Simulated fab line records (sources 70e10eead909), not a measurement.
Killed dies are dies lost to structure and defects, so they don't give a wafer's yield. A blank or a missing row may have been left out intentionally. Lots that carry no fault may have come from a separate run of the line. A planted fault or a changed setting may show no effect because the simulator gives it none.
What tool caused it? | flow nandHarc | 13 lots with 39 wafers sampled at 3 steps, on a route of 1159 steps

== WHAT THE GAUGES READ, wafer by wafer ==
NHARC_P_M0_CD_MEAS_09 targets a cd of 90 nm. Usual: 90.0 nm for cdNm, sd 0.93.
lot  | measured     | on       | cdNm (nm)      | flag
L391 | day 5 20:11  | cdSem-01 | 90.6 92.0 90.9 | 
L392 | day 6 10:01  | cdSem-01 | 90.6 91.0 91.4 | 
L393 | day 6 12:11  | cdSem-02 | 89.5 89.2 89.1 | 
L395 | day 6 21:48  | cdSem-01 | 89.3 88.5 88.6 | 
L396 | day 7 10:20  | cdSem-03 | 89.8 89.9 89.0 | 
L397 | day 7 15:22  | cdSem-01 | 91.3 90.8 90.5 | 
L398 | day 7 15:38  | cdSem-01 | 88.9 89.0 89.1 | 
L400 | day 8 05:23  | cdSem-02 | 90.2 90.4 88.4 | 
L403 | day 9 02:26  | cdSem-02 | 90.2 90.7 89.9 | 
L404 | day 9 02:53  | cdSem-03 | 88.6 89.1 89.6 | 
L406 | day 9 19:26  | cdSem-02 | 89.6 89.9 89.3 | 
L409 | day 10 07:26 | cdSem-01 | 90.4 90.2 89.5 | 
L413 | day 11 15:50 | cdSem-01 | 79.5 80.3 89.9 | OFF

== WHICH TOOL RAN EACH LOT (tool, then ch and the chambers of the sampled wafers, then the start) ==
lot  | NHARC_P_CONTACT_ETCH_18                      | NHARC_P_M0_PEB_07
L391 | rieDiel-04 ch 0,1,3, day 5 20:06 or earlier  | lithoTrack-06 ch 0, day 5 20:06
L392 | rieDiel-10 ch 0,2,3, day 6 09:56 or earlier  | lithoTrack-06 ch 0, day 6 09:56
L393 | rieDiel-04 ch 1,2, day 6 12:06 or earlier    | lithoTrack-01 ch 0, day 6 12:06
L395 | rieDiel-04 ch 2,3, day 6 21:43 or earlier    | lithoTrack-01 ch 0, day 6 21:43
L396 | rieDiel-10 ch 1,2, day 7 10:15 or earlier    | lithoTrack-06 ch 0, day 7 10:15
L397 | rieDiel-04 ch 2,3, day 7 15:17 or earlier    | lithoTrack-06 ch 0, day 7 15:17
L398 | rieDiel-10 ch 0,1,2, day 7 15:33 or earlier  | lithoTrack-01 ch 0, day 7 15:33
L400 | rieDiel-10 ch 0,1, day 8 05:18 or earlier    | lithoTrack-04 ch 0, day 8 05:18
L403 | rieDiel-10 ch 0,2,3, day 9 02:22 or earlier  | lithoTrack-06 ch 0, day 9 02:22
L404 | rieDiel-10 ch 0,1,3, day 9 02:48 or earlier  | lithoTrack-04 ch 0, day 9 02:48
L406 | rieDiel-10 ch 0,1,2, day 9 19:22 or earlier  | lithoTrack-01 ch 0, day 9 19:22
L409 | rieDiel-04 ch 0,3, day 10 07:21 or earlier   | lithoTrack-04 ch 0, day 10 07:21
L413 | rieDiel-04 ch 0,2,3, day 11 15:46 or earlier | lithoTrack-06 ch 0, day 11 15:46
- NHARC_P_CONTACT_ETCH_18: etches the open film in C4F8/O2/Ar, target depth 481 nm, time 240.5 s.
- NHARC_P_M0_PEB_07: peb time 65 s.

== WHAT THE TOOLS THEMSELVES READ (means of the sampled wafers that have a number; where no wafer has one, the mark that the record gives instead) ==
NHARC_P_CONTACT_ETCH_18. Usual: oesProductAu 0.952 a.u., standard deviation 0.02; rfVppV 978 V, standard deviation 4.6.
lot  | tool       | oesProductAu (a.u.) | rfVppV (V) | flag
L391 | rieDiel-04 | 0.950               | 980        | 
L392 | rieDiel-10 | 0.950               | 976        | 
L393 | rieDiel-04 | 0.951               | 979        | 
L395 | rieDiel-04 | 0.961               | 974        | 
L396 | rieDiel-10 | 0.959               | 982        | 
L397 | rieDiel-04 | 0.968               | 973        | 
L398 | rieDiel-10 | 0.951               | 979        | 
L400 | rieDiel-10 | 0.966               | 981        | 
L403 | rieDiel-10 | 0.963               | 976        | 
L404 | rieDiel-10 | 0.960               | 979        | 
L406 | rieDiel-10 | 0.943               | 980        | 
L409 | rieDiel-04 | 0.918               | 982        | 
L413 | rieDiel-04 | 0.934               | 977        | 

NHARC_P_M0_PEB_07. Usual: 156.6 W for heaterPowerTotalW, sd 0.39.
lot  | tool          | heaterPowerTotalW (W) | flag
L391 | lithoTrack-06 | 156.6                 | 
L392 | lithoTrack-06 | 156.4                 | 
L393 | lithoTrack-01 | 156.6                 | 
L395 | lithoTrack-01 | 156.8                 | 
L396 | lithoTrack-06 | 157.1                 | 
L397 | lithoTrack-06 | 156.7                 | 
L398 | lithoTrack-01 | 156.9                 | 
L400 | lithoTrack-04 | 156.7                 | 
L403 | lithoTrack-06 | 156.5                 | 
L404 | lithoTrack-04 | 156.9                 | 
L406 | lithoTrack-01 | 156.7                 | 
L409 | lithoTrack-04 | 156.5                 | 
L413 | lithoTrack-06 | 175.6                 | OFF

== THE ANSWER, worked out from the rows above alone ==
Rule: take the mean of a lot's wafers that have a number; if it is more than 3 standard deviations from the usual mean, the lot is off. A lot without any number at a reading at which 4 lots or more have one is off too. The other lots that the step has rows for count as sound. The gauges are gone through in route order, then the tools' own readings, and for those a lot's mean is taken as printed above. At the first step where some lot is off, the reading lying furthest off is the one used; lots without a number count as furthest.
Off, at NHARC_P_M0_CD_MEAS_09 on cdNm: L413.
If a tool, at a process step before that reading, ran all the lots that are off and no sound lot after the first of them, it fits. The gauges at NHARC_P_M0_CD_MEAS_09 aren't tried: what is off there is off at NHARC_P_M0_PEB_07 too, on other tools, and a gauge's error can't cause that. With no start given for some of its lots, NHARC_P_CONTACT_ETCH_18 uses the hours and lot order of NHARC_P_M0_PEB_07. Undecided on this evidence; 2 tools fit (rieDiel-04 at NHARC_P_CONTACT_ETCH_18, lithoTrack-06 at NHARC_P_M0_PEB_07).

== WHAT HAD BEEN PUT IN BY THE SIMULATOR ==
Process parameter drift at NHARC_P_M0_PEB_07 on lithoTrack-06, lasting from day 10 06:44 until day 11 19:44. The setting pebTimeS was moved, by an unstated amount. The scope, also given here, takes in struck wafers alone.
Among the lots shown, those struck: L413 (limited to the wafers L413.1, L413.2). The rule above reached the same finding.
